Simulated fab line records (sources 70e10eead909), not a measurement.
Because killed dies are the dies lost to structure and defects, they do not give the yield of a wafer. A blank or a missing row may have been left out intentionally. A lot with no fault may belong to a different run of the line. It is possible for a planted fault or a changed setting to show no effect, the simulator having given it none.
Which of the tools did it?	flow nand_harc	11 lots with 32 wafers sampled at 5 steps, on a route of 1302 steps

WHAT THE GAUGES READ, wafer by wafer
NHARC_END_SORT_01.
lot	measured	on	killed_at_array	killed_at_other	killed_at_periphery	killed_dies	killed_open	killed_short
L416	day 28 05:52	prober-02	40 669	0 1	8 6	48 676	4 6	6 3
L417	day 29 07:24	prober-01	19 671 28	2 0 3	11 6 7	32 677 38	3 1 4	6 0 3
L428	day 33 08:35	prober-02	18 23 22	1 3 0	1 3 0	20 29 22	3 3 0	1 2 3

WHICH TOOL RAN EACH LOT (tool, then ch and the chambers of the sampled wafers, then the start)
lot	NHARC_A_STAIRCASE_ETCHBACK_422	NHARC_A_STAIRCASE_DEP_471	NHARC_A_SGD_CUT_DESCUM_14	NHARC_A_SGD_CUT_ETCH_59
L406	rie_diel-09 ch 0,1, day 19 03:00	pecvd-01 ch 0,2, day 19 03:38	rie_diel-05 ch 0,3, day 19 05:14	rie_diel-05 ch 2,3, day 19 05:26
L408	rie_diel-06 ch 0,2,3, day 19 23:02	pecvd-02 ch 0,1,2, day 20 00:12	rie_diel-07 ch 0,1,2, day 20 01:46	rie_diel-07 ch 2,3, day 20 01:55
L416	rie_diel-06 ch 3, day 22 22:57	pecvd-02 ch 0,2, day 22 23:38	rie_diel-01 ch 0, day 23 01:10	rie_diel-01 ch 3, day 23 01:20
L417	rie_diel-09 ch 0,2, day 23 18:30	pecvd-02 ch 0,1,2, day 23 19:10	rie_diel-01 ch 0,3, day 23 20:43	rie_diel-01 ch 0,2, day 23 20:55
L418	rie_diel-09 ch 0,1,2, day 24 01:37	pecvd-04 ch 0,1,2, day 24 02:13	rie_diel-05 ch 0,2,3, day 24 03:49	rie_diel-05 ch 0,1,2, day 24 04:01
L419	rie_diel-09 ch 0,2, day 24 20:04	pecvd-02 ch 1,2, day 24 20:45	rie_diel-05 ch 2,3, day 24 22:10	rie_diel-05 ch 2,3, day 24 22:22
L421	rie_diel-09 ch 0,2,3, day 25 05:04	pecvd-02 ch 0,1, day 25 05:45	rie_diel-07 ch 1,2, day 25 07:15	rie_diel-07 ch 2,3, day 25 07:27
L423	rie_diel-06 ch 0,1,3, day 25 19:11	pecvd-04 ch 1,2, day 25 19:54	rie_diel-05 ch 1,2,3, day 25 21:31	rie_diel-05 ch 1,2,3, day 25 21:41
L428	rie_diel-12 ch 0,2,3, day 28 01:17	pecvd-01 ch 1,2, day 28 01:55	rie_diel-01 ch 1,2,3, day 28 03:31	rie_diel-01 ch 2,3, day 28 03:41
L426	rie_diel-09 ch 1,3, day 28 01:35	pecvd-04 ch 0,1, day 28 02:18	rie_diel-01 ch 1,2, day 28 03:54	rie_diel-01 ch 2,3, day 28 04:04
L427	rie_diel-12 ch 0,3, day 28 02:50	pecvd-01 ch 0,1,2, day 28 03:32	rie_diel-01 ch 2,3, day 28 04:58	rie_diel-01 ch 0,3, day 28 05:10
- NHARC_A_STAIRCASE_ETCHBACK_422: etches the open film in CH3F/O2, target depth 40 nm, time 74.286 s.
- NHARC_A_STAIRCASE_DEP_471: deposits SiO2, target thk 100 nm.
- NHARC_A_SGD_CUT_DESCUM_14: chemistry O2, time 3 s.
- NHARC_A_SGD_CUT_ETCH_59: etches the open film in N2/H2, target depth 260 nm, time 406.25 s.

AS READ BY THE TOOLS THEMSELVES (means over the sampled wafers that have a number; for cases with no such wafer, the mark the record gives instead)
NHARC_A_STAIRCASE_ETCHBACK_422.
lot	tool	bias_w (W)	chamber_pressure_mTorr (mTorr)	drypump_motor_current_A (A)	oes_product_au (a.u.)	rf_vpp_V (V)	showerhead_plenum_p_Torr (Torr)	throttle_valve_pct (%)
L406	rie_diel-09	99.81	25.001	6.0	0.93	247.2	2.62	20.668
L408	rie_diel-06	99.89	25.010	5.2	0.92	243.1	2.34	20.669
L416	rie_diel-06	100.16	25.014	5.4	0.99	242.8	2.29	20.672
L417	rie_diel-09	99.95	25.012	5.8	0.98	244.7	2.50	20.658
L418	rie_diel-09	99.73	24.991	5.9	1.00	244.6	2.49	20.652
L419	rie_diel-09	100.14	24.991	5.7	1.00	244.3	2.39	20.666
L421	rie_diel-09	99.93	24.998	5.9	0.93	245.4	2.50	20.657
L423	rie_diel-06	99.96	24.997	5.3	0.93	243.1	2.40	20.662
L428	rie_diel-12	99.62	25.016	5.9	1.02	243.6	2.47	20.660
L426	rie_diel-09	100.02	25.009	6.3	0.92	246.4	2.59	20.651
L427	rie_diel-12	99.77	25.010	6.2	1.02	244.8	2.53	20.658

NHARC_A_STAIRCASE_DEP_471.
lot	tool	heater_power_w (W)	throttle_valve_pct (%)
L406	pecvd-01	617	16.0
L408	pecvd-02	541	15.5
L416	pecvd-02	524	15.4
L417	pecvd-02	536	15.6
L418	pecvd-04	485	15.9
L419	pecvd-02	591	16.1
L421	pecvd-02	540	15.9
L423	pecvd-04	446	15.9
L428	pecvd-01	515	16.7
L426	pecvd-04	497	15.5
L427	pecvd-01	577	16.4

NHARC_A_SGD_CUT_DESCUM_14.
lot	tool	chamber_pressure_mTorr (mTorr)	drypump_motor_current_A (A)	oes_product_au (a.u.)	rf_vpp_V (V)	showerhead_plenum_p_Torr (Torr)	throttle_valve_pct (%)
L406	rie_diel-05	60.02	5.5	0.999	57.2	1.95	11.319
L408	rie_diel-07	59.98	6.1	0.995	57.8	1.86	11.317
L416	rie_diel-01	59.96	5.2	1.007	57.8	1.91	11.318
L417	rie_diel-01	59.98	5.7	1.005	58.3	1.93	11.313
L418	rie_diel-05	60.01	5.9	0.992	57.2	1.92	11.305
L419	rie_diel-05	60.02	6.2	0.993	57.7	1.89	11.307
L421	rie_diel-07	59.96	6.2	0.997	57.5	1.90	11.313
L423	rie_diel-05	60.01	6.0	1.003	58.6	1.94	11.309
L428	rie_diel-01	60.03	5.6	1.003	58.0	1.99	11.312
L426	rie_diel-01	59.99	5.5	1.006	58.2	2.02	11.314
L427	rie_diel-01	60.01	5.9	0.993	58.0	1.95	11.310

NHARC_A_SGD_CUT_ETCH_59.
lot	tool	bias_w (W)	chamber_pressure_mTorr (mTorr)	drypump_motor_current_A (A)	oes_product_au (a.u.)	rf_vpp_V (V)	showerhead_plenum_p_Torr (Torr)	throttle_valve_pct (%)
L406	rie_diel-05	150.1	30.00	6.1	1.004	431.2	2.07	14.171
L408	rie_diel-07	149.7	29.98	6.4	1.002	428.2	1.97	14.177
L416	rie_diel-01	150.1	30.00	6.0	0.909	431.2	2.06	14.166
L417	rie_diel-01	150.1	30.01	5.4	0.951	432.2	2.11	14.177
L418	rie_diel-05	149.4	30.00	5.8	0.988	431.1	2.05	14.174
L419	rie_diel-05	150.0	30.01	6.3	0.989	429.9	2.01	14.175
L421	rie_diel-07	150.6	30.00	6.4	0.999	430.6	2.02	14.174
L423	rie_diel-05	150.0	30.01	6.0	0.993	431.3	2.07	14.169
L428	rie_diel-01	149.9	29.97	5.9	0.999	432.3	2.08	14.172
L426	rie_diel-01	149.8	29.99	5.9	0.995	431.3	2.08	14.168
L427	rie_diel-01	150.0	30.00	5.4	0.999	431.4	2.05	14.169

THE ANSWER, worked out from the rows above alone
Rule: the lots themselves supply what counts as usual. The widest of any qualifying gaps counts: lots, ordered by their means at a reading, are off when they make up no more than a third of the lots, leave a main group of 4 or more, and stand apart from it by 3 or more times the standard deviation of that group's means. Not used: any main group whose means are identical at the precision the tables above print for the reading. Also off: a lot with no number at a reading for which 4 or more lots have one. Where the step has rows for the other lots, those lots are counted as sound. First the gauges in route order, then the tools' own readings, where a lot's mean is used as printed above. The first step at which some lot is off is used, and at that step the reading that is off furthest; a lot without a number counts as furthest.
Off: L416, L417 (NHARC_A_SGD_CUT_ETCH_59, oes_product_au). For the main group the mean is 0.996 a.u. and the standard deviation 0.0053.
A tool fits if, at that step or a process step before it, it ran every lot that is off, and no sound lot after the first of them. Not one of the candidates tried fits.

WHAT THE SIMULATOR HAD INSERTED
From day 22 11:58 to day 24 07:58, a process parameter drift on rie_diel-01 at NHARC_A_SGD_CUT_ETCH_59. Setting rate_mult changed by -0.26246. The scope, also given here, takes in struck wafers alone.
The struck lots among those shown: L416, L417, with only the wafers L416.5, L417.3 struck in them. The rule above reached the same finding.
